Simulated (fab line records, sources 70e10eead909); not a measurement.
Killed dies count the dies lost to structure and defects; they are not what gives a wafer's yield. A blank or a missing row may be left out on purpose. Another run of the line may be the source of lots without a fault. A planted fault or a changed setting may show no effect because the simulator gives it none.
fab line records	flow nand-harc
[record] lots = 24	wafers = 72	last-day = 24
route steps=1159 shown A_STAIRCASE@626
lots untouched by any fault: they come from a run of this same line in which no faults occurred
start-h: start of the lot's first displayed wafer, in hours after the record's first day	wait-h: how many hours have passed since the lot's step before this one	" the same as in the row above	L1.1+2: a single row standing in for several wafers	- either no value or no given start	* or withheld: withheld	< > ~ a bound
route shown NAME@n: names a module that has steps shown in the file, with the first one's number in the route	usual: average and standard deviation across the fault-free wafers	same: alike in all rows	chamber/n: place in a boat	sites: each site's reading	_std_site: the standard deviation of these	_edge_site: the outer-site mean with the inner-site mean subtracted	radius-mm: how far each site lies from the wafer's centre	mask NAME#n: copy n	behind: tool/chamber where the wafer was last shaped	hold: why the lot was held/for how many hours/how that ended	device: which transistor (n, p or np) failed to switch	end of line: tests of these same wafers at the route's end	step lacking rows: just its recipe	killed: dies that structure and defects cost at the first sort, which is not the same as the wafer's yield	map: a wafer's dies, marking killed ones x, the rest . and places with no die _
set.NAME: setting as actually run; set.NAME@STEP: the setting as run at that earlier step	model.NAME: the simulator's own value behind a step, which no gauge read
one table for each step of the route and one row for each wafer, over a sample of lots
services: the hour from which a tool's chamber was out of use, counted from the record's first day as start-h (under 0 if before that day), plus the number of hours and why
[[steps]]
[step NHARC_A_STAIRCASE_ETCH_232]
[recipe] target-depth-a = 1000	time-s = 40.5	ion-energy-ev = 400	c4f8-flow-sccm = 20	o2-flow-sccm = 10	ar-flow-sccm = withheld	rf-w = 600	bias-w = 1000	chemistry = C4F8/O2
[usual] oes-product-au = 0.943/0.014	rf-vpp-V = 894/5.1
lot.wafer	tool	chamber	start-h	wait-h	oes-product-au	rf-hours-counter-h	rf-vpp-V
L074.1	rie-diel-02	0	-	-	0.942	35	889
L074.3	"	2	"	"	0.955	32	888
L074.6	"	0	"	"	0.949	-	887
L076.4	rie-diel-05	0	-	-	0.925	29	893
L076.2	"	3	"	"	0.930	33	901
L076.5	"	1	"	"	0.937	-	898
L078.1	rie-diel-02	3	-	-	0.962	42	898
L078.4	"	0	"	"	0.938	44	887
L078.6	"	0	"	"	0.940	-	888
L077.4	rie-diel-11	3	-	-	0.945	20	901
L077.2	"	2	"	"	0.937	24	891
L077.6	"	3	"	"	0.940	-	901
L075.3	rie-diel-11	2	-	-	0.941	26	890
L075.5	"	2	"	"	0.946	-	890
L075.6	"	3	"	"	0.927	-	899
L080.1	rie-diel-05	0	-	-	0.921	35	891
L080.2	"	1	"	"	0.955	36	899
L080.6	"	2	"	"	0.932	-	897
L079.1	rie-diel-11	1	-	-	0.934	25	889
L079.4	"	3	"	"	0.921	23	900
L079.6	"	1	"	"	0.932	-	889
L081.2	rie-diel-02	3	-	-	0.967	51	897
L081.3	"	0	"	"	0.958	53	888
L081.4	"	1	"	"	0.963	50	895
L082.3	rie-diel-02	0	-	-	0.945	54	886
L082.4	"	1	"	"	0.949	50	895
L082.6	"	3	"	"	0.939	-	897
L083.1	rie-diel-02	1	-	-	0.959	53	895
L083.6	"	0	"	"	0.965	-	886
L083.5	"	1	"	"	0.975	-	894
L085.2	rie-diel-05	0	-	-	0.942	44	890
L085.4	"	0	"	"	0.934	-	891
L085.6	"	2	"	"	0.936	-	898
L084.1	rie-diel-05	2	-	-	0.951	53	898
L084.5	"	2	"	"	0.945	-	898
L084.6	"	0	"	"	0.951	-	891
L087.3	rie-diel-05	0	-	-	0.947	47	891
L087.4	"	2	"	"	0.950	-	899
L087.5	"	3	"	"	0.949	-	901
L086.2	rie-diel-05	1	-	-	0.957	52	898
L086.1	"	2	"	"	0.940	64	896
L086.3	"	3	"	"	0.951	62	901
L089.4	rie-diel-05	2	-	-	0.935	64	898
L089.3	"	3	"	"	0.929	63	902
L089.6	"	2	"	"	0.935	-	898
L088.1	rie-diel-11	0	-	-	0.934	45	889
L088.6	"	2	"	"	0.933	-	890
L088.4	"	0	"	"	0.943	-	889
L090.4	rie-diel-11	0	-	-	0.935	51	890
L090.2	"	2	"	"	0.922	55	889
L090.5	"	0	"	"	0.938	-	890
L091.4	rie-diel-11	1	-	-	0.918	54	888
L091.3	"	0	"	"	0.942	51	890
L091.5	"	1	"	"	0.919	-	888
L092.4	rie-diel-11	1	-	-	0.924	54	886
L092.1	"	0	"	"	0.938	51	891
L092.5	"	1	"	"	0.919	-	888
L093.2	rie-diel-02	2	-	-	0.950	8	888
L093.1	"	3	"	"	0.954	8	898
L093.5	"	1	"	"	0.955	-	893
L094.3	rie-diel-11	0	-	-	0.967	57	889
L094.1	"	1	"	"	0.936	59	887
L094.2	"	2	"	"	0.929	60	888
L095.2	rie-diel-05	3	-	-	0.950	4	899
L095.6	"	2	"	"	0.947	-	896
L095.5	"	3	"	"	0.942	-	901
L096.1	rie-diel-11	0	-	-	0.966	1	890
L096.3	"	1	"	"	0.957	1	887
L096.5	"	0	"	"	0.967	-	892
L097.1	rie-diel-11	0	-	-	0.957	5	891
L097.6	"	0	"	"	0.959	-	889
L097.5	"	1	"	"	0.948	-	888
[step NHARC_A_STAIRCASE_DEP_259]
[recipe] target-thk-a = 300	target-thk-nm = 30	temp-c = 400	pressure-torr = 3.5	flow-sccm = 200	rf-w = 350	material = SiON
[usual] heater-power-w = 791/59	susceptor-temp-C = 399.99/0.23
lot.wafer	tool	chamber	start-h	wait-h	heater-power-w	since-wet-clean-h	susceptor-temp-C
L074.3	pecvd-04	1	255.78	1.0	870	48	400.13
L074.1	"	0	"	"	846	48	400.21
L074.6	"	2	"	"	879	-	399.62
L076.2	pecvd-04	0	264.85	1.3	841	57	399.83
L076.4	"	2	"	"	907	-	400.15
L076.5	"	1	"	"	923	-	399.89
L078.1	pecvd-04	0	272.55	1.6	840	65	400.01
L078.4	"	1	"	"	891	-	399.83
L078.6	"	2	"	"	847	-	399.98
L077.2	pecvd-02	1	274.89	1.3	829	108	400.24
L077.4	"	0	"	"	673	-	399.74
L077.6	"	1	"	"	825	-	399.87
L075.3	pecvd-01	1	278.99	1.1	771	29	400.38
L075.5	"	2	"	"	773	-	399.66
L075.6	"	1	"	"	769	-	399.99
L080.1	pecvd-04	2	279.37	1.7	908	71	399.87
L080.2	"	0	"	"	754	71	400.07
L080.6	"	2	"	"	929	-	399.91
L079.1	pecvd-04	1	280.68	1.6	849	73	400.09
L079.6	"	1	"	"	839	-	399.98
L079.4	"	2	"	"	766	-	399.86
L081.3	pecvd-01	1	301.03	1.0	845	51	399.99
L081.2	"	0	"	"	723	51	400.12
L081.4	"	0	"	"	706	-	400.07
L082.3	pecvd-02	0	302.90	1.0	762	136	399.70
L082.4	"	1	"	"	736	-	400.52
L082.6	"	0	"	"	738	-	399.76
L083.1	pecvd-02	0	308.31	1.6	728	142	400.41
L083.5	"	0	"	"	732	-	400.44
L083.6	"	2	"	"	802	-	399.83
L085.2	pecvd-04	1	314.25	1.7	816	106	400.21
L085.6	"	1	"	"	816	-	400.22
L085.4	"	2	"	"	794	-	399.97
L084.1	pecvd-02	2	316.08	1.6	841	150	399.69
L084.5	"	2	"	"	807	-	400.12
L084.6	"	0	"	"	803	-	400.22
L087.3	pecvd-04	1	322.37	0.9	911	114	400.02
L087.4	"	2	"	"	792	-	400.16
L087.5	"	0	"	"	784	-	399.97
L086.3	pecvd-01	1	339.09	1.0	724	89	399.87
L086.2	"	2	"	"	739	89	399.90
L086.1	"	0	"	"	758	89	399.89
L089.3	pecvd-04	1	342.30	1.0	811	134	400.22
L089.4	"	2	"	"	805	-	400.06
L089.6	"	0	"	"	850	-	399.94
L088.1	pecvd-04	2	342.84	1.6	767	135	400.05
L088.4	"	1	"	"	781	-	400.10
L088.6	"	2	"	"	773	-	399.95
L090.2	pecvd-04	2	352.72	1.3	735	145	400.14
L090.4	"	1	"	"	781	-	399.60
L090.5	"	0	"	"	812	-	400.41
L092.1	pecvd-02	2	355.83	1.6	832	8	399.65
L092.5	"	0	"	"	614	-	400.26
L092.4	"	2	"	"	796	-	400.02
L091.3	pecvd-01	2	356.50	1.2	726	106	400.13
L091.5	"	2	"	"	735	-	399.80
L091.4	"	0	"	"	767	-	400.22
L093.1	pecvd-01	0	363.78	1.8	811	114	399.75
L093.2	"	1	"	"	759	114	399.86
L093.5	"	2	"	"	824	-	400.36
L094.3	pecvd-04	2	364.24	0.9	888	156	400.33
L094.2	"	0	"	"	778	156	399.90
L094.1	"	1	"	"	795	156	399.42
L095.2	pecvd-02	0	370.23	1.2	735	23	399.74
L095.5	"	0	"	"	736	-	399.95
L095.6	"	2	"	"	777	-	399.91
L096.3	pecvd-01	1	383.52	1.2	741	134	399.92
L096.1	"	2	"	"	748	134	400.16
L096.5	"	1	"	"	769	-	399.97
L097.1	pecvd-02	2	398.81	1.6	849	51	399.82
L097.5	"	2	"	"	845	-	400.28
L097.6	"	0	"	"	659	-	399.77
[step NHARC_A_STAIRCASE_DEP_301]
[recipe] target-thk-a = 300	target-thk-nm = 30	temp-c = 400	pressure-torr = 3.5	flow-sccm = 200	rf-w = 350	material = SiON
[usual] heater-power-w = 789/66	susceptor-temp-C = 399.97/0.22
lot.wafer	tool	chamber	start-h	wait-h	heater-power-w	since-wet-clean-h	susceptor-temp-C
L074.3	pecvd-01	0	261.06	0.9	718	11	400.11
L074.1	"	1	"	"	733	11	399.92
L074.6	"	1	"	"	724	-	399.75
L076.2	pecvd-02	2	269.93	1.3	744	103	399.85
L076.4	"	1	"	"	837	-	400.05
L076.5	"	0	"	"	760	-	399.97
L078.1	pecvd-04	1	279.52	1.8	897	71	399.92
L078.4	"	2	"	"	866	-	399.75
L078.6	"	0	"	"	837	-	400.25
L077.2	pecvd-04	1	281.16	1.3	841	73	400.03
L077.4	"	1	"	"	851	-	399.97
L077.6	"	2	"	"	886	-	399.76
L075.3	pecvd-01	2	284.04	1.0	725	34	399.90
L075.5	"	2	"	"	744	-	400.02
L075.6	"	0	"	"	811	-	400.12
L080.1	pecvd-02	1	286.21	1.6	822	120	399.96
L080.2	"	0	"	"	655	120	399.77
L080.6	"	0	"	"	652	-	399.99
L079.1	pecvd-01	1	286.39	1.6	785	36	399.48
L079.6	"	1	"	"	779	-	400.01
L079.4	"	0	"	"	811	-	399.83
L081.3	pecvd-02	2	308.10	0.9	738	142	399.78
L081.2	"	1	"	"	837	142	400.00
L081.4	"	0	"	"	693	-	400.02
L082.3	pecvd-02	2	310.00	1.0	765	143	400.16
L082.6	"	1	"	"	818	-	399.50
L082.4	"	2	"	"	776	-	400.09
L083.1	pecvd-04	2	314.45	2.1	904	106	400.73
L083.6	"	1	"	"	889	-	400.35
L083.5	"	2	"	"	882	-	400.42
L085.2	pecvd-02	0	319.25	1.3	684	153	400.35
L085.6	"	2	"	"	714	-	399.71
L085.4	"	0	"	"	695	-	400.08
L084.1	pecvd-04	1	321.15	1.6	893	113	400.13
L084.5	"	2	"	"	905	-	400.15
L084.6	"	0	"	"	802	-	400.04
L087.3	pecvd-02	0	327.79	1.0	743	161	399.99
L087.5	"	0	"	"	772	-	400.14
L087.4	"	1	"	"	745	-	399.57
L086.1	pecvd-04	0	344.61	1.5	794	137	400.05
L086.2	"	1	"	"	893	137	400.05
L086.3	"	2	"	"	771	137	399.83
L089.3	pecvd-01	0	348.10	1.0	756	98	399.67
L089.6	"	0	"	"	764	-	399.90
L089.4	"	1	"	"	813	-	399.79
L088.1	pecvd-04	0	348.80	1.6	783	141	399.92
L088.4	"	2	"	"	892	-	399.66
L088.6	"	0	"	"	806	-	400.51
L090.2	pecvd-02	2	360.61	1.3	817	13	400.27
L090.4	"	1	"	"	813	-	400.28
L090.5	"	2	"	"	809	-	400.12
L092.1	pecvd-02	1	362.48	1.6	713	15	399.71
L092.5	"	0	"	"	736	-	400.10
L092.4	"	1	"	"	717	-	399.83
L091.3	pecvd-02	0	363.78	1.1	689	16	399.80
L091.5	"	0	"	"	697	-	399.94
L091.4	"	1	"	"	823	-	399.97
L093.1	pecvd-04	2	371.92	1.6	866	164	399.66
L093.2	"	0	"	"	823	164	399.82
L093.5	"	1	"	"	908	-	400.37
L094.2	pecvd-01	2	372.12	1.3	837	122	399.81
L094.3	"	0	"	"	808	122	400.09
L094.1	"	1	"	"	768	122	399.83
L095.2	pecvd-01	0	375.49	1.3	695	125	400.14
L095.6	"	1	"	"	792	-	399.98
L095.5	"	0	"	"	703	-	400.09
L096.1	pecvd-01	1	389.42	1.5	672	139	399.93
L096.3	"	0	"	"	775	139	400.03
L096.5	"	0	"	"	746	-	399.70
L097.1	pecvd-01	0	405.67	1.6	703	156	400.12
L097.5	"	1	"	"	806	-	399.92
L097.6	"	2	"	"	787	-	399.70
[step NHARC_A_STAIRCASE_STRIP_316]
[recipe] o2-flow-sccm = 500	ar-flow-sccm = 0	bias-w = 0	chemistry = O2
[usual] drypump-motor-current-A = 5.6/0.31	oes-product-au = 1.005/0.011	rf-vpp-V = 57.7/0.83	showerhead-plenum-p-Torr = 3.50/0.16	throttle-valve-pct = 17.036/0.0094
lot.wafer	tool	chamber	start-h	wait-h	drypump-motor-current-A	oes-product-au	rf-hours-counter-h	rf-vpp-V	showerhead-plenum-p-Torr	throttle-valve-pct
L074.1	rie-diel-05	2	-	-	5.5	0.990	37	57.6	3.58	17.051
L074.3	"	3	"	"	5.5	0.993	36	58.1	3.66	17.033
L074.6	"	1	"	"	5.7	0.990	-	58.0	3.61	17.052
L076.4	rie-diel-02	0	-	-	5.1	1.006	45	58.5	3.28	17.037
L076.2	"	2	"	"	5.9	1.021	40	56.3	3.33	17.034
L076.5	"	0	"	"	5.1	1.010	-	57.7	3.28	17.031
L078.4	rie-diel-05	0	-	-	5.6	0.991	36	56.9	3.39	17.050
L078.1	"	2	"	"	5.5	0.996	42	56.5	3.58	17.017
L078.6	"	0	"	"	5.6	0.986	-	56.9	3.39	17.050
L077.4	rie-diel-02	2	-	-	5.8	1.011	44	57.1	3.33	17.038
L077.2	"	3	"	"	5.7	1.024	48	57.4	3.56	17.034
L077.6	"	1	"	"	6.0	1.001	-	57.5	3.49	17.047
L075.3	rie-diel-05	0	-	-	5.6	0.979	37	57.9	3.39	17.038
L075.6	"	1	"	"	5.7	1.012	-	58.8	3.61	17.047
L075.5	"	2	"	"	5.5	1.014	-	56.8	3.58	17.032
L080.2	rie-diel-11	2	-	-	6.0	0.994	31	57.4	3.37	17.040
L080.1	"	3	"	"	5.4	0.988	26	57.2	3.67	17.042
L080.6	"	1	"	"	5.7	0.996	-	57.3	3.33	17.020
L079.1	rie-diel-05	1	-	-	5.7	1.011	39	58.1	3.61	17.024
L079.4	"	3	"	"	5.6	0.993	43	57.6	3.66	17.030
L079.6	"	0	"	"	5.6	0.976	-	57.1	3.39	17.053
L081.2	rie-diel-11	3	-	-	5.4	0.987	34	58.5	3.66	17.035
L081.3	"	0	"	"	6.1	1.011	34	58.2	3.37	17.037
L081.4	"	1	"	"	5.7	0.997	36	55.7	3.32	17.048
L082.4	rie-diel-02	0	-	-	5.1	1.013	60	57.5	3.27	17.023
L082.3	"	1	"	"	6.0	1.011	59	57.7	3.48	17.028
L082.6	"	0	"	"	5.1	1.005	-	56.3	3.27	17.030
L083.1	rie-diel-02	0	-	-	5.1	1.011	61	57.4	3.27	17.029
L083.5	"	3	"	"	5.7	1.009	-	57.2	3.55	17.034
L083.6	"	0	"	"	5.1	1.015	-	58.4	3.27	17.042
L085.2	rie-diel-11	1	322.33	1.1	5.6	0.997	40	56.4	3.32	17.030
L085.4	"	1	"	"	5.6	1.009	-	56.9	3.32	17.050
L085.6	"	0	"	"	6.1	1.010	-	57.7	3.37	17.042
L084.1	rie-diel-02	0	-	-	5.1	1.018	64	58.2	3.27	17.019
L084.5	"	3	"	"	5.7	1.020	-	57.5	3.55	17.037
L084.6	"	0	"	"	5.1	1.025	-	58.0	3.27	17.047
L087.4	rie-diel-05	1	-	-	5.7	1.000	51	57.1	3.60	17.047
L087.3	"	3	"	"	5.6	0.999	61	57.5	3.65	17.034
L087.5	"	2	"	"	5.5	0.993	-	58.4	3.57	17.039
L086.2	rie-diel-02	1	-	-	6.0	0.992	4	56.1	3.48	17.037
L086.1	"	2	"	"	5.8	0.999	4	58.0	3.32	17.032
L086.3	"	3	"	"	5.7	1.003	4	58.9	3.55	17.052
L089.3	rie-diel-02	0	-	-	5.1	1.020	5	58.9	3.81	17.031
L089.4	"	3	"	"	5.7	0.989	6	58.8	3.55	17.046
L089.6	"	1	"	"	6.0	0.992	-	57.8	3.47	17.047
L088.1	rie-diel-11	0	-	-	6.2	1.019	53	57.2	3.36	17.042
L088.4	"	1	"	"	5.7	0.999	55	56.9	3.31	17.033
L088.6	"	3	"	"	5.4	0.991	-	58.7	3.66	17.044
L090.2	rie-diel-02	0	-	-	5.1	1.023	10	59.0	3.80	17.026
L090.4	"	2	"	"	5.9	1.009	10	57.6	3.31	17.040
L090.5	"	0	"	"	5.1	1.020	-	58.0	3.80	17.046
L092.1	rie-diel-02	3	-	-	5.7	1.004	11	58.1	3.55	17.032
L092.4	"	1	"	"	6.0	0.998	10	58.2	3.47	17.025
L092.5	"	3	"	"	5.7	1.011	-	58.4	3.55	17.021
L091.3	rie-diel-02	2	-	-	5.9	1.001	11	56.9	3.31	17.043
L091.4	"	0	"	"	5.1	1.029	11	58.4	3.80	17.038
L091.5	"	3	"	"	5.7	1.003	-	57.9	3.55	17.037
L093.1	rie-diel-02	3	-	-	5.7	1.004	14	57.9	3.54	17.032
L093.2	"	2	"	"	5.8	1.001	14	57.7	3.31	17.026
L093.5	"	0	"	"	5.1	1.023	-	58.0	3.80	17.041
L094.3	rie-diel-05	1	-	-	5.7	0.987	8	57.5	3.59	17.035
L094.1	"	2	"	"	5.5	0.993	8	57.5	3.56	17.031
L094.2	"	3	"	"	5.5	1.007	9	57.1	3.64	17.022
L095.2	rie-diel-11	3	-	-	5.4	1.002	0	59.0	3.65	17.041
L095.5	"	1	"	"	5.6	0.996	-	58.6	3.31	17.037
L095.6	"	2	"	"	6.0	0.995	-	56.1	3.35	17.043
L096.1	rie-diel-02	1	-	-	6.0	0.995	17	58.5	3.47	17.024
L096.3	"	3	"	"	5.7	1.012	19	58.3	3.54	17.035
L096.5	"	1	"	"	6.0	0.998	-	58.7	3.47	17.049
L097.1	rie-diel-02	3	-	-	5.7	1.013	27	57.0	3.54	17.044
L097.6	"	3	"	"	5.7	1.006	-	57.0	3.54	17.040
L097.5	"	0	"	"	5.1	1.024	-	59.4	3.79	17.027
[step NHARC_A_STAIRCASE_DEP_417]
[recipe] target-thk-a = 600	step-coverage-pct = 20	temp-c = 400	target-thk-nm = 60	flow-sccm = 200	rf-w = 450	material = Si3N4
[usual] heater-power-w = 748/61	susceptor-temp-C = 400.01/0.23
lot.wafer	tool	chamber	start-h	wait-h	heater-power-w	since-wet-clean-h	susceptor-temp-C
L074.3	pecvd-02	1	267.06	-	774	101	400.35
L074.1	"	0	"	"	718	101	400.13
L074.6	"	1	"	"	777	-	400.01
L076.2	pecvd-01	1	276.73	-	779	27	399.97
L076.5	"	2	"	"	796	-	400.13
L076.4	"	0	"	"	751	-	400.08
L078.1	pecvd-04	0	284.72	-	704	77	400.13
L078.4	"	0	"	"	716	-	400.02
L078.6	"	1	"	"	764	-	399.76
L077.2	pecvd-01	0	287.37	-	754	37	400.04
L077.4	"	1	"	"	751	-	400.32
L077.6	"	2	"	"	816	-	400.09
L075.3	pecvd-01	0	289.26	-	696	39	399.98
L075.5	"	1	"	"	750	-	399.65
L075.6	"	2	"	"	795	-	400.21
L080.1	pecvd-04	2	291.99	-	796	84	400.51
L080.2	"	1	"	"	889	84	399.96
L080.6	"	2	"	"	806	-	400.29
L079.1	pecvd-02	2	292.02	-	726	125	400.19
L079.4	"	1	"	"	758	-	399.91
L079.6	"	0	"	"	763	-	400.17
L081.2	pecvd-04	1	313.94	-	741	106	400.13
L081.3	"	0	"	"	677	106	399.64
L081.4	"	1	"	"	749	-	399.88
L082.3	pecvd-02	2	315.07	-	739	149	400.29
L082.6	"	2	"	"	764	-	399.67
L082.4	"	0	"	"	606	-	399.91
L083.1	pecvd-02	1	319.62	-	809	153	400.40
L083.5	"	2	"	"	789	-	400.06
L083.6	"	0	"	"	640	-	400.19
L085.2	pecvd-01	1	326.23	-	715	76	400.29
L085.4	"	1	"	"	737	-	400.23
L085.6	"	2	"	"	821	-	399.98
L084.1	pecvd-02	1	326.87	-	725	160	400.35
L084.6	"	2	"	"	763	-	400.41
L084.5	"	0	"	"	680	-	399.61
L087.3	pecvd-04	1	333.80	-	883	126	399.87
L087.4	"	1	"	"	876	-	399.76
L087.5	"	2	"	"	691	-	400.12
L086.2	pecvd-02	1	351.19	-	778	4	400.17
L086.1	"	2	"	"	793	4	399.88
L086.3	"	0	"	"	688	4	400.15
L089.3	pecvd-04	1	353.20	-	900	145	399.74
L089.4	"	2	"	"	846	-	400.20
L089.6	"	1	"	"	917	-	399.80
L088.1	pecvd-02	1	353.84	-	752	6	399.67
L088.6	"	0	"	"	586	-	400.05
L088.4	"	1	"	"	725	-	399.63
L090.2	pecvd-01	2	365.59	-	807	116	399.85
L090.4	"	1	"	"	761	-	399.71
L090.5	"	2	"	"	813	-	400.27
L092.1	pecvd-02	2	367.72	-	813	20	400.05
L092.4	"	0	"	"	695	-	400.14
L092.5	"	1	"	"	735	-	400.14
L091.3	pecvd-01	1	369.67	-	628	120	399.99
L091.4	"	1	"	"	649	-	400.18
L091.5	"	0	"	"	681	-	400.62
L093.1	pecvd-01	2	378.21	-	778	128	400.07
L093.2	"	0	"	"	730	128	399.75
L093.5	"	1	"	"	757	-	399.67
L094.1	pecvd-02	0	379.38	-	595	32	400.00
L094.2	"	2	"	"	708	32	400.04
L094.3	"	2	"	"	742	-	400.34
L095.2	pecvd-01	1	381.10	-	795	131	399.87
L095.6	"	2	"	"	761	-	399.72
L095.5	"	0	"	"	723	-	399.61
L096.3	pecvd-01	1	394.83	-	646	145	399.72
L096.1	"	0	"	"	663	145	399.84
L096.5	"	1	"	"	674	-	399.78
L097.1	pecvd-02	2	410.95	-	796	63	399.79
L097.5	"	1	"	"	796	-	399.83
L097.6	"	0	"	"	675	-	399.91
[step NHARC_A_STAIRCASE_STRIP_446]
[recipe] power-w = 1500	temp-c = 250	chemistry = O2
[usual] drypump-motor-current-A = 5.69/0.27	heater-power-w = 329/36
lot.wafer	tool	chamber	start-h	wait-h	drypump-motor-current-A	heater-power-w	rf-hours-counter-h
L074.1	plasma-asher-01	1	307.05	0.0	5.43	324	13
L074.3	"	1	"	"	5.44	323	-
L074.6	"	0	"	"	5.74	308	-
L076.2	plasma-asher-02	0	319.81	0.0	5.64	397	41
L076.4	"	0	"	"	5.64	410	-
L076.5	"	1	"	"	6.21	310	-
L077.2	plasma-asher-01	1	323.41	0.1	5.43	312	18
L077.4	"	1	"	"	5.40	312	-
L077.6	"	1	"	"	5.45	319	-
L075.3	plasma-asher-01	0	323.84	0.2	5.71	310	-
L075.5	"	1	"	"	5.41	318	-
L075.6	"	0	"	"	5.70	309	-
L079.1	plasma-asher-02	1	325.18	0.0	6.23	309	42
L079.4	"	0	"	"	5.60	397	-
L079.6	"	0	"	"	5.62	406	-
L078.1	plasma-asher-01	0	325.34	0.1	5.70	308	19
L078.4	"	1	"	"	5.42	316	-
L078.6	"	0	"	"	5.69	304	-
L080.1	plasma-asher-01	1	326.59	0.0	5.43	331	20
L080.2	"	0	"	"	5.69	298	20
L080.6	"	0	"	"	5.70	300	-
L081.2	plasma-asher-01	0	353.20	0.1	5.71	302	29
L081.3	"	1	"	"	5.43	317	-
L081.4	"	0	"	"	5.71	307	-
L082.3	plasma-asher-02	1	353.53	0.2	6.24	305	-
L082.4	"	0	"	"	5.61	393	-
L082.6	"	1	"	"	6.21	307	-
L083.1	plasma-asher-01	0	366.26	0.3	5.69	306	36
L083.5	"	1	"	"	5.45	326	-
L083.6	"	0	"	"	5.69	306	-
L085.2	plasma-asher-01	0	366.54	0.5	5.73	313	36
L085.4	"	0	"	"	5.73	299	-
L085.6	"	0	"	"	5.71	307	-
L084.1	plasma-asher-01	0	368.06	0.6	5.72	308	38
L084.5	"	0	"	"	5.71	302	-
L084.6	"	1	"	"	5.44	326	-
L087.3	plasma-asher-02	1	379.30	0.1	6.22	328	-
L087.4	"	0	"	"	5.67	414	-
L087.5	"	0	"	"	5.65	416	-
L086.1	plasma-asher-01	1	396.33	0.0	5.42	322	45
L086.2	"	0	"	"	5.71	298	45
L086.3	"	0	"	"	5.70	307	-
L088.1	plasma-asher-01	1	397.07	0.0	5.46	313	45
L088.4	"	0	"	"	5.73	307	-
L088.6	"	0	"	"	5.70	303	-
L089.4	plasma-asher-02	0	399.07	0.1	5.62	404	-
L089.3	"	1	"	"	6.24	318	-
L089.6	"	1	"	"	6.24	321	-
L090.2	plasma-asher-02	0	403.81	0.1	5.64	415	10
L090.4	"	0	"	"	5.65	415	-
L090.5	"	0	"	"	5.61	402	-
L092.1	plasma-asher-01	0	403.99	0.1	5.71	309	47
L092.4	"	1	"	"	5.38	308	-
L092.5	"	0	"	"	5.71	297	-
L091.3	plasma-asher-02	1	409.65	0.1	6.21	316	-
L091.4	"	0	"	"	5.61	406	-
L091.5	"	1	"	"	6.19	325	-
L095.2	plasma-asher-01	1	414.70	0.0	5.43	317	51
L095.6	"	1	"	"	5.41	318	-
L095.5	"	0	"	"	5.73	301	-
L093.2	plasma-asher-01	1	414.98	0.1	5.43	317	51
L093.1	"	0	"	"	5.72	314	51
L093.5	"	1	"	"	5.41	323	-
L094.1	plasma-asher-01	1	416.15	0.0	5.44	315	52
L094.2	"	0	"	"	5.74	304	52
L094.3	"	0	"	"	5.72	313	-
L096.1	plasma-asher-02	0	434.08	0.1	5.63	411	22
L096.3	"	1	"	"	6.22	316	-
L096.5	"	1	"	"	6.21	321	-
L097.1	plasma-asher-01	0	449.30	0.1	5.74	301	63
L097.5	"	1	"	"	5.41	317	-
L097.6	"	0	"	"	5.72	308	-
[[services]]
tool	chamber	start-h	hours	kind
plasma-asher-01	-	227.17	6.5	repair
rie-diel-11	3	230.67	8.3	repair
rie-diel-11	0	231.29	6.4	repair
pecvd-01	-	237.02	13.0	pm
plasma-asher-01	-	240.88	2.7	repair
rie-diel-02	2	274.32	1.4	repair
plasma-asher-01	-	276.60	9.0	pm
rie-diel-11	3	278.25	3.4	repair
pecvd-04	2	284.33	4.0	repair
plasma-asher-01	-	285.73	1.4	repair
pecvd-04	0	291.34	4.0	repair
rie-diel-02	0	303.23	3.9	repair
pecvd-04	-	311.58	1.2	repair
rie-diel-11	3	319.62	27.1	repair
rie-diel-11	2	319.79	1.4	repair
rie-diel-02	-	327.82	9.0	pm
pecvd-02	-	334.56	13.0	pm
rie-diel-11	-	367.18	9.0	pm
pecvd-04	-	376.04	13.0	pm
pecvd-02	-	380.20	1.2	repair
rie-diel-02	2	393.04	4.7	repair
pecvd-01	-	418.13	13.0	pm
pecvd-04	1	431.88	16.8	repair
rie-diel-02	1	432.13	43.9	repair
[[key]]
fault none
